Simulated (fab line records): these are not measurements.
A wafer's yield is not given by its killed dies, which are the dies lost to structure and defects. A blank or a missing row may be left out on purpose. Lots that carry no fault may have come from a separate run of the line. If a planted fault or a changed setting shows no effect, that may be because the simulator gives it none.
A single fault, viewed from 2 desks / flow nand-harc / only its own numbers are on each desk; what lay behind them is given at the end

== THE METROLOGY DESK ==
What the gauges read, lot by lot, whatever tool the lot ran on: means of the sampled wafers that have a number. The brackets show how far a lot's mean lies from the usual mean; more than 4 standard deviations puts the lot out of limits, marked OUT.
Columns: A = cd-nm at NHARC_P_M0_CD_MEAS_09, usual 90.1 nm
lot=L243; first seen here=day 5 20:07; A=90.2
lot=L244; first seen here=day 6 00:54; A=89.8
lot=L246; first seen here=day 6 13:45; A=90.5
lot=L245; first seen here=day 6 16:35; A=90.4
lot=L247; first seen here=day 6 17:24; A=89.7
lot=L249; first seen here=day 7 11:04; A=89.4
lot=L250; first seen here=day 7 11:13; A=89.9
lot=L252; first seen here=day 8 08:17; A=89.9
lot=L254; first seen here=day 8 10:55; A=90.4
lot=L258; first seen here=day 9 15:13; A=50.6 (-72) OUT
lot=L260; first seen here=day 10 01:51; A=89.9
lot=L261; first seen here=day 10 02:29; A=60.8 (-53) OUT
lot=L262; first seen here=day 11 00:16; A=61.0 (-53) OUT
lot=L264; first seen here=day 11 04:26; A=90.0
lot=L266; first seen here=day 11 17:34; A=89.6
This desk's verdict: out of limits on L258, L261, L262, starting with L258 at day 9 15:13 (cd-nm at NHARC_P_M0_CD_MEAS_09). L243, L244, L246, L245, L247, L249, L250, L252, L254, L260, L264, L266 stayed within limits.

== THE TOOL OWNER'S DESK: arfi-scanner-02 ==
The tool's own readings at NHARC_P_M0_EXPOSE_06 (exposes mask P M0, target cd 90 nm): means of the sampled wafers that have a number, for each lot that ran on this tool. The brackets show how far a lot's mean lies from the usual mean; more than 4 standard deviations puts the lot out of limits, marked OUT.
Columns: A = exposure-dose-mJ-cm2 at NHARC_P_M0_EXPOSE_06, usual 81.23
lot=L243; first seen here=day 5 19:59; A=81.17
lot=L244; first seen here=day 6 00:46; A=81.26
lot=L258; first seen here=day 9 15:05; A=42.74 (-99 or more) OUT
lot=L261; first seen here=day 10 02:21; A=50.42 (-99 or more) OUT
lot=L262; first seen here=day 11 00:08; A=50.86 (-99 or more) OUT
This desk's verdict: out of limits on L258, L261, L262, starting with L258 at day 9 15:05 (exposure-dose-mJ-cm2 at NHARC_P_M0_EXPOSE_06). L243, L244 stayed within limits.

== TAKEN TOGETHER ==
An alarm could have come from the tool owner's desk at day 9 15:05, on L258, L261, L262.
The metrology desk could have raised an alarm at day 9 15:13, on L258, L261, L262.
Every lot named ran NHARC_P_M0_EXPOSE_06 on arfi-scanner-02.

== WHAT THE SIMULATOR HAD INSERTED ==
Drift in process parameters on arfi-scanner-02 at NHARC_P_M0_EXPOSE_06, starting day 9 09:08. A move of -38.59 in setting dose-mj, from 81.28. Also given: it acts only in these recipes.
Lots struck among those shown: L258, L261, L262.
Time in hours from fault onset to the first out-of-limits reading at each desk: tool owner's desk 6, metrology desk 6.
